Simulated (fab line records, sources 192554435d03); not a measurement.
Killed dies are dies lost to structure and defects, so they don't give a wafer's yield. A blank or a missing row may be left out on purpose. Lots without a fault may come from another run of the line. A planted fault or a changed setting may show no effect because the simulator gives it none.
fab line records | flow n5_finfet
record lots=24 wafers=72 last_day=19
route steps=1938 shown BEOL_M14@1756 BEOL_M15@1784 MIM_TOP_LITHO@1850
lots that met no fault: from a run of the same line without faults
start_h: hours from the record's first day to the start of the lot's first wafer shown | wait_h: hours since the lot's step before | " the same as in the row above | L1.1+2: a row that stands for several wafers | - no value, or no start given | * or withheld: withheld | < > ~ a bound
route shown NAME@n: a module of which the file shows steps, and the number in the route of the first | usual: mean/standard deviation of fault-free wafers | same: alike in all rows | chamber/n: place in a boat | sites: the reading at each site | _std_site: their standard deviation | _edge_site: outer sites' mean less inner sites' | radius_mm: how far each site lies from the wafer's centre | mask NAME#n: copy n | behind: the tool/chamber that last shaped the wafer | hold: why the lot was held/for how many hours/how that ended | device: the transistor (n, p or np) that didn't switch | end of line: the same wafers' tests at the end of the route | a step without rows: its recipe alone | killed: dies lost to structure and defects at the first sort, not the wafer's yield | map: a wafer's dies, x killed, . not, _ none there
set.NAME: the setting as run; set.NAME@STEP: as run at that earlier step | model.NAME: the simulator's own value behind a step, which no gauge read
steps of the route over a sample of lots; a table a step, a row a wafer
services: from which hour (start_h, from the record's first day; less than 0 if before it) a tool's chamber was out of use, for how many hours, and why
## steps
# step N5_BEOL_M14_STRIP_37
# recipe chemistry=O2 power_w=600 temp_c=60 pressure_mtorr=30 rf_frequency_hz=6e+07 bias_power_w=0 overash_fraction=0.3 o2_flow_sccm=225
# usual drypump_motor_current_A=5.6/0.53 oes_product_au=0.81/0.068 rf_vpp_V=3.7/0.97 showerhead_plenum_p_Torr=2.09/0.076 throttle_valve_pct=16.64/0.21
# same overash_fraction=0.3
# columns lot.wafer tool chamber start_h wait_h drypump_motor_current_A oes_product_au rf_hours_counter_h rf_vpp_V showerhead_plenum_p_Torr throttle_valve_pct
L076.2 rie_diel-04 1 282.23 1.9 5.7 0.71 209 4.0 1.99 16.49
L076.3 " 3 " " 5.8 0.67 223 3.7 2.07 16.62
L076.6 " 1 " " 5.7 0.71 - 4.8 1.99 16.46
L074.1 rie_diel-06 1 283.65 0.0 5.9 0.85 73 2.6 2.20 16.53
L074.3 " 0 " " 5.3 0.85 54 5.0 2.12 16.57
L074.5 " 2 " " 5.4 0.90 - 3.1 2.15 16.58
L077.2 rie_diel-06 3 287.10 2.1 4.9 0.86 63 3.4 2.21 16.82
L077.3 " 2 " " 5.3 0.89 20 3.9 2.15 16.59
L077.4 " 1 " " 5.9 0.83 75 3.7 2.20 16.51
L075.1 rie_diel-06 2 292.21 3.4 5.4 0.91 21 2.7 2.15 16.59
L075.4 " 0 " " 5.3 0.84 56 5.3 2.12 16.57
L075.6 " 0 " " 5.3 0.84 - 3.8 2.12 16.59
L078.1 rie_diel-03 0 311.44 3.2 5.1 0.73 153 2.5 2.17 16.75
L078.3 " 2 " " 5.6 0.78 118 3.3 2.03 16.87
L078.6 " 1 " " 6.3 0.77 - 1.7 2.08 16.35
L080.1 rie_diel-03 0 311.61 1.2 5.2 0.75 153 3.4 2.17 16.79
L080.3 " 3 " " 5.7 0.76 139 3.8 2.01 16.52
L080.4 " 1 " " 6.3 0.76 142 3.6 2.08 16.30
L079.2 rie_diel-04 1 318.45 2.2 5.7 0.71 226 3.3 1.98 16.50
L079.3 " 2 " " 6.8 0.99 1 2.4 2.04 16.59
L079.5 " 3 " " 5.8 0.66 - 2.8 2.07 16.70
L081.1 rie_diel-06 2 322.67 0.1 5.4 0.88 30 3.2 2.15 16.64
L081.4 " 0 " " 5.3 0.82 65 2.9 2.12 16.59
L081.6 " 2 " " 5.4 0.89 - 2.8 2.15 16.61
L082.1 rie_diel-03 2 326.43 0.6 5.6 0.78 126 2.8 2.03 16.89
L082.3 " 3 " " 5.7 0.75 - 5.8 2.00 16.52
L082.6 " 3 " " 5.7 0.75 - 3.5 2.00 16.55
L083.1 rie_diel-06 2 341.58 0.2 5.3 0.88 37 4.6 2.15 16.63
L083.2 " 1 " " 5.9 0.83 92 2.9 2.20 16.57
L083.3 " 0 " " 5.3 0.83 71 3.0 2.12 16.61
L084.3 rie_diel-06 3 351.06 4.5 5.0 0.84 85 3.4 2.21 16.90
L084.4 " 2 " " 5.4 0.88 40 2.2 2.15 16.65
L084.6 " 1 " " 5.9 0.83 - 3.6 2.19 16.55
L085.3 rie_diel-04 1 357.39 0.6 5.7 0.69 240 3.7 1.98 16.51
L085.5 " 2 " " 6.8 0.92 - 2.6 2.04 16.61
L085.6 " 0 " " 4.9 0.75 - 2.3 2.02 16.83
L087.1 rie_diel-03 2 357.46 0.4 5.6 0.77 140 4.7 2.02 16.96
L087.4 " 1 " " 6.2 0.77 158 3.1 2.07 16.36
L087.5 " 2 " " 5.6 0.76 - 2.4 2.02 16.96
L086.1 rie_diel-03 2 361.49 4.1 5.6 0.76 142 3.8 2.02 16.92
L086.4 " 3 " " 5.7 0.74 158 3.6 2.00 16.54
L086.5 " 1 " " 6.3 0.75 - 3.1 2.07 16.36
L091.1 rie_diel-06 1 384.18 0.1 5.9 0.81 108 3.2 2.19 16.58
L091.4 " 0 " " 5.2 0.81 - 3.1 2.11 16.63
L091.6 " 3 " " 4.9 0.82 - 3.3 2.20 16.91
L089.2 rie_diel-04 3 384.22 0.1 5.8 0.93 11 2.7 2.06 16.25
L089.3 " 0 " " 4.9 0.75 168 3.1 2.01 16.90
L089.5 " 3 " " 5.8 0.93 - 4.4 2.06 16.24
L092.2 rie_diel-04 0 389.82 0.3 5.0 0.74 171 4.8 2.01 16.86
L092.3 " 2 " " 6.8 0.87 27 3.7 2.04 16.66
L092.6 " 2 " " 6.8 0.90 - 5.5 2.04 16.66
L090.1 rie_diel-04 0 394.35 4.5 5.0 0.75 173 3.7 2.01 16.86
L090.3 " 2 " " 6.7 0.90 29 2.4 2.03 16.69
L090.6 " 0 " " 4.9 0.75 - 5.8 2.01 16.84
L088.3 rie_diel-04 0 397.34 5.1 4.9 0.74 174 3.8 2.01 16.87
L088.5 " 2 " " 6.8 0.90 - 4.4 2.03 16.69
L088.6 " 0 " " 4.9 0.74 - 4.0 2.01 16.90
L094.3 rie_diel-04 2 408.15 0.4 6.8 0.87 34 3.0 2.03 16.70
L094.5 " 0 " " 4.9 0.73 - 3.0 2.01 16.90
L094.6 " 1 " " 5.7 0.92 - 3.1 2.24 16.07
L093.1 rie_diel-06 0 409.48 1.3 5.3 0.80 87 3.8 2.11 16.64
L093.3 " 3 " " 5.0 0.81 109 2.8 2.20 16.91
L093.5 " 2 " " 5.4 0.85 - 3.9 2.14 16.64
L095.2 rie_diel-06 2 413.03 1.1 5.4 0.85 63 4.1 2.14 16.68
L095.4 " 1 " " 5.9 0.79 123 3.3 2.18 16.62
L095.5 " 1 " " 5.9 0.80 - 4.0 2.18 16.57
L097.1 rie_diel-04 3 416.25 1.6 5.8 0.88 25 3.8 2.06 16.30
L097.3 " 1 " " 5.7 0.91 7 3.2 2.24 16.06
L097.4 " 0 " " 5.0 0.74 183 4.2 2.01 16.89
L096.3 rie_diel-03 0 429.54 3.7 5.2 0.72 191 4.2 2.15 16.80
L096.4 " 1 " " 6.3 0.71 186 3.5 2.06 16.44
L096.5 " 2 " " 5.6 0.76 - 3.9 2.02 16.96
# step N5_BEOL_M14_DEP_53
# recipe material=SiCN target_thk_a=500 temp_c=withheld precursor=3MS/NH3 pressure_torr=3 rf_w=675 time_s=17.8
# usual showerhead_plenum_p_Torr=4.159/0.028 throttle_valve_pct=18.3/1.6
# columns lot.wafer tool chamber start_h wait_h showerhead_plenum_p_Torr throttle_valve_pct
L076.2 pecvd-02 2 285.13 0.0 4.123 18.0
L076.3 " 0 " " 4.126 17.0
L076.6 " 2 " " 4.125 17.9
L074.1 pecvd-04 0 286.03 0.0 4.162 17.1
L074.3 " 1 " " 4.129 19.1
L074.5 " 2 " " 4.184 17.2
L077.2 pecvd-03 2 288.99 0.0 4.187 16.4
L077.3 " 1 " " 4.191 19.1
L077.4 " 0 " " 4.148 21.8
L075.1 pecvd-04 2 293.96 0.0 4.192 17.3
L075.4 " 2 " " 4.187 17.2
L075.6 " 0 " " 4.158 17.1
L078.1 pecvd-03 1 313.13 0.0 4.198 19.1
L078.3 " 2 " " 4.197 16.2
L078.6 " 0 " " 4.141 22.2
L080.1 pecvd-02 2 313.40 0.0 4.129 18.1
L080.3 " 0 " " 4.119 16.9
L080.4 " 1 " " 4.166 18.4
L079.2 pecvd-02 1 322.22 0.0 4.175 18.2
L079.3 " 0 " " 4.118 17.2
L079.5 " 0 " " 4.118 17.1
L081.1 pecvd-02 2 325.02 0.0 4.118 18.1
L081.4 " 2 " " 4.115 17.9
L081.6 " 2 " " 4.118 18.0
L082.1 pecvd-04 1 328.30 0.0 4.140 19.2
L082.3 " 2 " " 4.180 17.6
L082.6 " 0 " " 4.159 17.1
L083.1 pecvd-04 2 343.16 0.0 4.191 17.2
L083.2 " 0 " " 4.151 17.1
L083.3 " 1 " " 4.150 19.4
L084.3 pecvd-03 2 353.03 0.0 4.199 16.5
L084.4 " 0 " " 4.158 21.6
L084.6 " 1 " " 4.207 18.8
L085.3 pecvd-04 0 359.04 0.0 4.142 17.1
L085.5 " 2 " " 4.189 17.3
L085.6 " 1 " " 4.137 19.2
L087.1 pecvd-03 0 359.19 0.0 4.141 22.1
L087.4 " 0 " " 4.133 22.2
L087.5 " 1 " " 4.191 18.8
L086.1 pecvd-04 2 363.25 0.0 4.181 17.5
L086.4 " 1 " " 4.142 19.5
L086.5 " 0 " " 4.155 16.9
L091.1 pecvd-03 0 386.08 0.0 4.148 21.9
L091.4 " 2 " " 4.192 16.6
L091.6 " 0 " " 4.149 21.9
L089.2 pecvd-04 1 386.56 0.0 4.147 19.5
L089.3 " 0 " " 4.159 17.2
L089.5 " 2 " " 4.185 17.5
L092.2 pecvd-02 1 393.49 0.0 4.178 18.1
L092.3 " 2 " " 4.129 18.4
L092.6 " 1 " " 4.176 18.3
L090.1 pecvd-04 2 396.23 0.0 4.187 17.6
L090.3 " 1 " " 4.129 19.6
L090.6 " 2 " " 4.174 17.5
L088.3 pecvd-03 0 399.30 0.0 4.147 21.9
L088.5 " 2 " " 4.199 16.5
L088.6 " 0 " " 4.149 21.6
L094.3 pecvd-03 2 410.75 0.0 4.199 16.6
L094.5 " 0 " " 4.140 22.2
L094.6 " 2 " " 4.191 16.6
L093.1 pecvd-04 1 411.28 0.0 4.140 19.2
L093.3 " 2 " " 4.188 17.6
L093.5 " 0 " " 4.159 17.3
L095.2 pecvd-02 1 414.78 0.0 4.179 18.6
L095.4 " 0 " " 4.117 17.3
L095.5 " 1 " " 4.172 18.0
L097.1 pecvd-04 1 419.76 0.0 4.138 19.3
L097.3 " 2 " " 4.182 17.7
L097.4 " 1 " " 4.134 19.2
L096.3 pecvd-04 2 431.53 0.0 4.188 17.6
L096.4 " 1 " " 4.137 19.4
L096.5 " 0 " " 4.160 17.4
# step N5_BEOL_M15_OVL_MEAS_11
# recipe points_per_wafer=44
# usual V14_OVL=0/5.2
# columns lot.wafer tool chamber start_h wait_h V14_OVL[nm]
L076.2 overlay-01 0 285.84 0.0 -11
L076.3 " 0 " " 2
L076.6 " 0 " " -12
L074.1 overlay-02 0 286.87 0.0 0
L074.3 " 0 " " 4
L074.5 " 0 " " -6
L077.2 overlay-01 0 289.70 0.0 4
L077.3 " 0 " " 4
L077.4 " 0 " " -3
L075.1 overlay-01 0 294.80 0.0 10
L075.4 " 0 " " 1
L075.6 " 0 " " 4
L078.1 overlay-01 0 313.85 0.0 4
L078.3 " 0 " " 2
L078.6 " 0 " " 8
L080.1 overlay-01 0 314.24 0.0 -12
L080.3 " 0 " " -5
L080.4 " 0 " " -5
L079.2 overlay-01 0 322.93 0.0 -1
L079.3 " 0 " " -3
L079.5 " 0 " " -3
L081.1 overlay-01 0 326.37 0.0 6
L081.4 " 0 " " 4
L081.6 " 0 " " 3
L082.1 overlay-02 0 329.12 0.0 -3
L082.3 " 0 " " -2
L082.6 " 0 " " -8
L083.1 overlay-01 0 343.98 0.0 1
L083.2 " 0 " " 3
L083.3 " 0 " " -3
L084.3 overlay-02 0 353.75 0.0 8
L084.4 " 0 " " 6
L084.6 " 0 " " 8
L085.3 overlay-02 0 359.88 0.0 -7
L085.5 " 0 " " -6
L085.6 " 0 " " -6
L087.1 overlay-02 0 360.23 0.0 -4
L087.4 " 0 " " -2
L087.5 " 0 " " 2
L086.1 overlay-02 0 364.09 0.0 2
L086.4 " 0 " " 0
L086.5 " 0 " " 3
L091.1 overlay-01 0 386.93 0.0 -3
L091.4 " 0 " " 1
L091.6 " 0 " " 5
L089.2 overlay-02 0 387.28 0.0 6
L089.3 " 0 " " -1
L089.5 " 0 " " 0
L092.2 overlay-02 0 394.44 0.0 4
L092.3 " 0 " " 6
L092.6 " 0 " " -6
L090.1 overlay-02 0 397.06 0.0 1
L090.3 " 0 " " 1
L090.6 " 0 " " 1
L088.3 overlay-01 0 400.12 0.0 -10
L088.5 " 0 " " -10
L088.6 " 0 " " -2
L094.3 overlay-01 0 411.60 0.0 1
L094.5 " 0 " " 2
L094.6 " 0 " " 2
L093.1 overlay-02 0 412.12 0.0 -11
L093.3 " 0 " " -6
L093.5 " 0 " " -6
L095.2 overlay-01 0 415.64 0.0 4
L095.4 " 0 " " 0
L095.5 " 0 " " 8
L097.1 overlay-01 0 420.59 0.0 -1
L097.3 " 0 " " 2
L097.4 " 0 " " -5
L096.3 overlay-01 0 432.35 0.0 3
L096.4 " 0 " " -3
L096.5 " 0 " " -1
# step N5_BEOL_M15_CD_MEAS_28
# recipe target_cd_nm=407.6 landing_energy_ev=500 detector=se_inlens
# usual cd_nm=407.6/2.5
# columns lot.wafer tool chamber start_h wait_h cd_nm
L076.2 cd_sem-01 0 288.05 - 406.6
L076.3 " 0 " " 408.1
L076.6 " 0 " " 409.7
L074.1 cd_sem-01 0 288.92 - 406.3
L074.3 " 0 " " 404.8
L074.5 " 0 " " 404.1
L077.2 cd_sem-02 0 291.13 - 407.6
L077.3 " 0 " " 404.1
L077.4 " 0 " " 405.2
L075.1 cd_sem-02 0 296.40 - 408.4
L075.4 " 0 " " 409.5
L075.6 " 0 " " 410.6
L078.1 cd_sem-02 0 315.47 - 406.2
L078.3 " 0 " " 407.9
L078.6 " 0 " " 406.6
L080.1 cd_sem-01 0 315.82 - 409.4
L080.3 " 0 " " 409.3
L080.4 " 0 " " 408.8
L079.2 cd_sem-02 0 324.42 - 407.5
L079.3 " 0 " " 411.3
L079.5 " 0 " " 409.9
L081.1 cd_sem-02 0 327.82 - 409.5
L081.4 " 0 " " 410.9
L081.6 " 0 " " 410.5
L082.1 cd_sem-03 0 330.68 - 404.8
L082.3 " 0 " " 405.8
L082.6 " 0 " " 405.0
L083.1 cd_sem-01 0 345.54 - 408.5
L083.2 " 0 " " 407.5
L083.3 " 0 " " 407.9
L084.3 cd_sem-03 0 355.18 - 404.6
L084.4 " 0 " " 406.0
L084.6 " 0 " " 404.5
L085.3 cd_sem-03 0 361.32 - 411.0
L085.5 " 0 " " 410.3
L085.6 " 0 " " 409.8
L087.1 cd_sem-02 0 361.85 - 405.1
L087.4 " 0 " " 405.8
L087.5 " 0 " " 400.4
L086.1 cd_sem-02 0 365.65 - 410.8
L086.4 " 0 " " 412.0
L086.5 " 0 " " 412.1
L091.1 cd_sem-01 0 388.56 - 405.4
L091.4 " 0 " " 404.7
L091.6 " 0 " " 404.5
L089.2 cd_sem-01 0 388.84 - 407.4
L089.3 " 0 " " 406.0
L089.5 " 0 " " 407.1
L092.2 cd_sem-02 0 395.90 - 405.9
L092.3 " 0 " " 405.6
L092.6 " 0 " " 404.9
L090.1 cd_sem-01 0 398.67 - 407.0
L090.3 " 0 " " 405.1
L090.6 " 0 " " 406.3
L088.3 cd_sem-03 0 401.55 - 408.4
L088.5 " 0 " " 408.0
L088.6 " 0 " " 409.0
L094.3 cd_sem-01 0 413.37 - 411.5
L094.5 " 0 " " 409.0
L094.6 " 0 " " 410.4
L093.1 cd_sem-03 0 413.87 - 408.6
L093.3 " 0 " " 408.6
L093.5 " 0 " " 410.4
L095.2 cd_sem-02 0 417.13 - 412.2
L095.4 " 0 " " 411.0
L095.5 " 0 " " 413.5
L097.1 cd_sem-01 0 422.15 - 406.0
L097.3 " 0 " " 405.4
L097.4 " 0 " " 405.5
L096.3 cd_sem-03 0 433.98 - 409.6
L096.4 " 0 " " 407.8
L096.5 " 0 " " 409.2
# step N5_BEOL_M15_ETCH_38
# recipe chemistry=CF4/N2 target=SiCN target_depth_a=1064 taper_deg=2 time_s=120.5 ion_energy_ev=150 mask_material=SiO2 pressure_mtorr=40 source_w=430 bias_w=70 Ar_flow_sccm=100 cf4_flow_sccm=60 n2_flow_sccm=60
# usual drypump_motor_current_A=5.9/0.31 oes_product_au=0.82/0.071 rf_vpp_V=383.2/1.6 showerhead_plenum_p_Torr=2.24/0.054 throttle_valve_pct=15.48/0.23
# columns lot.wafer tool chamber start_h wait_h drypump_motor_current_A oes_product_au rf_hours_counter_h rf_vpp_V showerhead_plenum_p_Torr throttle_valve_pct
L076.2 rie_diel-01 2 - - 5.9 0.92 37 385.1 2.32 15.26
L076.3 " 3 " " 5.9 0.83 91 383.7 2.23 15.53
L076.6 " 2 " " 5.9 0.92 - 383.9 2.32 15.26
L077.2 rie_diel-01 0 - - 6.3 0.81 92 383.3 2.24 15.71
L077.3 " 2 " " 5.8 0.91 37 385.3 2.32 15.25
L077.4 " 3 " " 5.8 0.83 91 381.9 2.23 15.51
L074.1 rie_diel-01 1 - - 5.8 0.88 25 383.6 2.26 15.43
L074.3 " 2 " " 5.8 0.92 38 385.4 2.32 15.26
L074.5 " 1 " " 5.8 0.89 - 382.9 2.26 15.45
L075.1 rie_diel-02 2 - - 6.1 0.66 246 382.2 2.17 15.49
L075.4 " 0 " " 5.5 0.72 197 384.3 2.27 15.91
L075.6 " 2 " " 6.1 0.66 - 379.8 2.17 15.49
L078.1 rie_diel-02 0 - - 5.5 0.71 203 383.9 2.27 15.92
L078.3 " 3 " " 6.2 0.85 67 384.5 2.32 15.30
L078.6 " 3 " " 6.2 0.85 - 384.9 2.32 15.32
L080.1 rie_diel-02 3 - - 6.2 0.85 69 386.4 2.31 15.31
L080.3 " 0 " " 5.5 0.71 205 383.8 2.27 15.95
L080.4 " 1 " " 5.7 0.85 - 382.0 2.25 15.24
L079.2 rie_diel-01 3 - - 5.8 0.81 100 382.3 2.22 15.55
L079.3 " 1 " " 5.8 0.87 33 383.0 2.26 15.46
L079.5 " 3 " " 5.8 0.82 - 382.1 2.22 15.54
L081.1 rie_diel-02 3 - - 6.2 0.85 72 383.8 2.31 15.31
L081.4 " 1 " " 5.7 0.85 - 385.0 2.25 15.28
L081.6 " 0 " " 5.4 0.71 - 384.1 2.27 15.93
L082.1 rie_diel-01 0 - - 6.3 0.80 101 382.8 2.23 15.75
L082.3 " 1 " " 5.8 0.87 35 385.3 2.26 15.47
L082.6 " 2 " " 5.8 0.90 - 384.4 2.32 15.28
L083.1 rie_diel-01 1 - - 5.8 0.87 38 383.9 2.26 15.46
L083.2 " 0 " " 6.3 0.80 104 381.4 2.23 15.73
L083.3 " 3 " " 5.8 0.81 106 380.5 2.22 15.58
L084.3 rie_diel-01 0 - - 6.3 0.80 108 382.5 2.23 15.74
L084.4 " 2 " " 5.9 0.89 53 385.9 2.32 15.31
L084.6 " 2 " " 5.8 0.90 - 385.9 2.32 15.30
L085.3 rie_diel-05 2 - - 5.0 0.70 231 379.9 2.09 15.46
L085.5 " 2 " " 5.0 0.71 - 381.1 2.09 15.47
L085.6 " 1 " " 6.0 0.71 - 382.3 2.18 15.58
L087.1 rie_diel-01 1 - - 5.8 0.85 45 382.5 2.25 15.47
L087.4 " 0 " " 6.3 0.79 111 382.5 2.23 15.77
L087.5 " 2 " " 5.9 0.88 - 383.1 2.31 15.29
L086.1 rie_diel-01 0 - - 6.4 0.79 111 382.8 2.23 15.75
L086.4 " 3 " " 5.8 0.80 112 382.2 2.22 15.59
L086.5 " 1 " " 5.8 0.85 - 383.4 2.25 15.48
L091.1 rie_diel-02 2 - - 6.2 0.89 17 382.5 2.17 15.03
L091.4 " 0 " " 5.5 0.70 - 383.0 2.26 15.96
L091.6 " 1 " " 5.7 0.83 - 383.2 2.25 15.30
L089.2 rie_diel-02 3 - - 6.3 0.83 90 386.4 2.31 15.36
L089.3 " 2 " " 6.1 0.89 18 381.2 2.17 15.05
L089.5 " 3 " " 6.2 0.83 - 387.3 2.31 15.36
L092.2 rie_diel-02 0 - - 5.4 0.69 229 382.6 2.26 15.98
L092.3 " 2 " " 6.1 0.88 19 381.6 2.17 15.04
L092.6 " 2 " " 6.1 0.89 - 381.7 2.17 15.05
L090.1 rie_diel-05 0 - - 6.1 0.92 23 382.7 2.26 15.32
L090.3 " 1 " " 6.0 0.70 205 381.8 2.18 15.58
L090.6 " 3 " " 5.7 0.87 - 384.1 2.24 15.34
L088.3 rie_diel-02 0 - - 5.5 0.69 232 382.7 2.26 15.98
L088.5 " 0 " " 5.5 0.69 - 382.3 2.26 15.98
L088.6 " 1 " " 5.7 0.82 - 382.1 2.24 15.30
L094.3 rie_diel-01 3 - - 5.9 0.78 123 382.3 2.22 15.60
L094.5 " 2 " " 5.9 0.86 - 384.1 2.31 15.34
L094.6 " 3 " " 5.8 0.78 - 382.9 2.22 15.59
L093.1 rie_diel-05 3 - - 5.8 0.86 50 383.4 2.24 15.35
L093.3 " 2 " " 5.0 0.69 248 378.8 2.09 15.52
L093.5 " 1 " " 6.0 0.70 - 382.3 2.18 15.58
L095.2 rie_diel-01 2 - - 5.9 0.86 76 384.5 2.31 15.35
L095.4 " 1 " " 5.8 0.82 65 382.3 2.25 15.53
L095.5 " 0 " " 6.3 0.77 - 382.8 2.22 15.80
L097.1 rie_diel-05 1 - - 6.0 0.70 213 381.6 2.17 15.60
L097.3 " 2 " " 5.0 0.69 249 379.8 2.09 15.50
L097.4 " 3 " " 5.8 0.85 52 384.2 2.24 15.35
L096.3 rie_diel-01 2 - - 5.8 0.86 81 384.1 2.31 15.34
L096.4 " 1 " " 5.8 0.81 70 383.5 2.25 15.53
L096.5 " 0 " " 6.3 0.77 - 382.1 2.22 15.81
# step N5_MIM_TOP_LITHO_DESCUM_10
# recipe chemistry=O2 time_s=7.9 source_power_w=50 bias_power_w=20 pressure_mtorr=20 rf_frequency_hz=2.712e+07 temp_c=40 o2_flow_sccm=225
# usual drypump_motor_current_A=5.6/0.5 oes_product_au=0.79/0.071 rf_vpp_V=243.1/1.4 showerhead_plenum_p_Torr=2.08/0.076 throttle_valve_pct=20.40/0.22
# columns lot.wafer tool chamber start_h wait_h drypump_motor_current_A oes_product_au rf_hours_counter_h rf_vpp_V showerhead_plenum_p_Torr throttle_valve_pct
L076.2 rie_diel-06 1 296.91 0.0 5.9 0.83 77 243.3 2.20 20.29
L076.3 " 0 " " 5.3 0.84 58 243.1 2.12 20.36
L076.6 " 0 " " 5.3 0.84 - 245.0 2.12 20.36
L077.2 rie_diel-04 0 299.26 0.0 5.0 0.78 136 241.4 2.02 20.57
L077.3 " 3 " " 5.8 0.67 233 243.1 2.07 20.33
L077.4 " 1 " " 5.7 0.71 - 241.6 1.98 20.17
L074.1 rie_diel-04 0 300.17 0.1 5.0 0.78 136 242.1 2.02 20.56
L074.3 " 1 " " 5.7 0.72 219 241.3 1.98 20.18
L074.5 " 3 " " 5.8 0.67 - 242.6 2.07 20.32
L075.1 rie_diel-06 1 304.07 0.0 5.9 0.84 79 243.7 2.20 20.29
L075.4 " 0 " " 5.2 0.85 60 243.8 2.12 20.35
L075.6 " 2 " " 5.4 0.88 - 244.2 2.15 20.41
L078.1 rie_diel-04 0 323.26 0.0 5.0 0.77 145 241.8 2.02 20.58
L078.3 " 2 " " 6.8 0.96 3 243.1 2.04 20.42
L078.6 " 0 " " 5.0 0.77 - 241.9 2.02 20.59
L080.1 rie_diel-03 2 327.48 0.0 5.6 0.78 126 242.7 2.02 20.68
L080.3 " 3 " " 5.7 0.75 - 242.0 2.00 20.31
L080.4 " 2 " " 5.6 0.78 - 242.6 2.02 20.68
L079.2 rie_diel-04 3 332.97 0.0 5.8 0.66 247 242.0 2.06 20.36
L079.3 " 0 " " 5.0 0.77 149 241.3 2.02 20.58
L079.5 " 1 " " 5.7 0.70 - 241.9 1.98 20.18
L081.1 rie_diel-03 3 333.90 0.0 5.7 0.75 151 242.8 2.00 20.32
L081.4 " 2 " " 5.6 0.77 130 241.0 2.02 20.69
L081.6 " 3 " " 5.7 0.74 - 242.7 2.00 20.30
L082.1 rie_diel-04 0 338.29 0.0 5.0 0.77 151 241.8 2.02 20.57
L082.3 " 1 " " 5.7 0.70 233 241.1 1.98 20.19
L082.6 " 3 " " 5.8 0.66 - 242.3 2.06 20.35
L083.1 rie_diel-06 3 352.97 0.0 4.9 0.84 86 246.4 2.20 20.60
L083.2 " 0 " " 5.3 0.82 75 243.5 2.11 20.38
L083.3 " 1 " " 5.9 0.82 96 246.0 2.19 20.34
L084.3 rie_diel-06 2 362.85 0.1 5.4 0.87 45 243.3 2.14 20.46
L084.4 " 1 " " 5.9 0.81 100 244.1 2.19 20.31
L084.6 " 2 " " 5.3 0.86 - 243.0 2.14 20.44
L085.3 rie_diel-03 0 367.95 0.0 5.2 0.74 166 243.8 2.16 20.52
L085.5 " 0 " " 5.1 0.73 - 245.1 2.16 20.53
L085.6 " 3 " " 5.7 0.74 - 241.8 1.99 20.32
L086.1 rie_diel-03 3 372.54 0.2 5.7 0.74 161 241.2 1.99 20.33
L086.4 " 0 " " 5.2 0.73 168 244.4 2.16 20.52
L086.5 " 3 " " 5.7 0.74 - 242.0 1.99 20.32
L087.1 rie_diel-03 3 372.60 0.1 5.7 0.74 161 241.9 1.99 20.32
L087.4 " 1 " " 6.3 0.74 163 242.6 2.07 20.08
L087.5 " 3 " " 5.7 0.74 - 241.1 1.99 20.31
L091.1 rie_diel-04 3 395.89 0.0 5.8 0.91 16 242.9 2.06 20.00
L091.4 " 2 " " 6.8 0.89 - 243.6 2.03 20.45
L091.6 " 0 " " 5.0 0.75 - 241.6 2.01 20.62
L089.2 rie_diel-04 2 398.95 0.0 6.8 0.88 31 243.5 2.03 20.45
L089.3 " 3 " " 5.8 0.91 18 241.1 2.06 20.00
L089.5 " 0 " " 5.0 0.75 - 241.8 2.01 20.62
L092.2 rie_diel-04 0 403.49 0.0 4.9 0.74 177 241.8 2.01 20.63
L092.3 " 3 " " 5.8 0.90 19 242.7 2.05 20.00
L092.6 " 0 " " 5.0 0.74 - 241.5 2.01 20.62
L090.1 rie_diel-03 0 407.74 0.2 5.2 0.72 183 244.6 2.15 20.55
L090.3 " 3 " " 5.7 0.73 176 242.7 1.99 20.34
L090.6 " 1 " " 6.3 0.73 - 243.9 2.06 20.10
L088.3 rie_diel-03 1 408.17 0.3 6.2 0.72 178 245.1 2.06 20.10
L088.5 " 1 " " 6.3 0.72 - 243.5 2.06 20.10
L088.6 " 0 " " 5.2 0.72 - 244.3 2.15 20.55
L094.3 rie_diel-06 2 423.11 0.0 5.4 0.83 66 243.8 2.13 20.49
L094.5 " 3 " " 4.9 0.81 - 244.6 2.19 20.68
L094.6 " 2 " " 5.4 0.83 - 245.2 2.13 20.50
L093.1 rie_diel-06 1 424.21 0.0 5.9 0.79 127 244.7 2.18 20.36
L093.3 " 0 " " 5.2 0.80 92 243.3 2.10 20.41
L093.5 " 2 " " 5.4 0.84 - 243.7 2.13 20.49
L095.2 rie_diel-03 0 429.76 0.0 5.2 0.72 191 245.4 2.15 20.54
L095.4 " 2 " " 5.6 0.75 158 242.1 2.01 20.73
L095.5 " 3 " " 5.7 0.72 - 241.3 1.99 20.37
L097.1 rie_diel-06 0 430.31 0.0 5.3 0.80 94 242.4 2.10 20.43
L097.3 " 2 " " 5.4 0.84 68 243.8 2.13 20.48
L097.4 " 3 " " 5.0 0.80 116 245.3 2.19 20.66
L096.3 rie_diel-04 3 442.61 0.1 5.8 0.87 34 242.3 2.05 20.00
L096.4 " 2 " " 6.8 0.85 47 240.7 2.02 20.49
L096.5 " 2 " " 6.8 0.85 - 242.4 2.02 20.48
## services
# columns tool chamber start_h hours kind
rie_diel-02 - 263.90 1.7 repair
rie_diel-03 1 265.87 8.3 repair
rie_diel-04 2 281.12 - clean
pecvd-04 - 305.66 14.0 repair
rie_diel-01 0 309.55 5.6 repair
rie_diel-03 0 314.36 19.1 repair
rie_diel-03 1 319.35 9.5 repair
rie_diel-01 - 320.61 2.8 pm
pecvd-02 1 324.87 29.1 repair
rie_diel-06 0 335.30 4.4 repair
rie_diel-03 3 338.59 11.0 repair
rie_diel-04 2 358.26 6.6 repair
pecvd-03 - 366.32 6.0 pm
rie_diel-01 3 370.74 13.1 repair
rie_diel-06 2 379.85 11.7 repair
rie_diel-03 2 380.00 12.7 repair
rie_diel-02 3 383.28 7.3 repair
rie_diel-06 0 386.76 22.5 repair
pecvd-03 - 390.43 2.8 pm
rie_diel-03 2 394.52 8.1 repair
rie_diel-06 - 396.50 0.7 repair
pecvd-04 1 399.37 5.4 repair
pecvd-03 - 412.25 0.2 repair
rie_diel-05 3 430.46 22.3 repair
## key
fault none
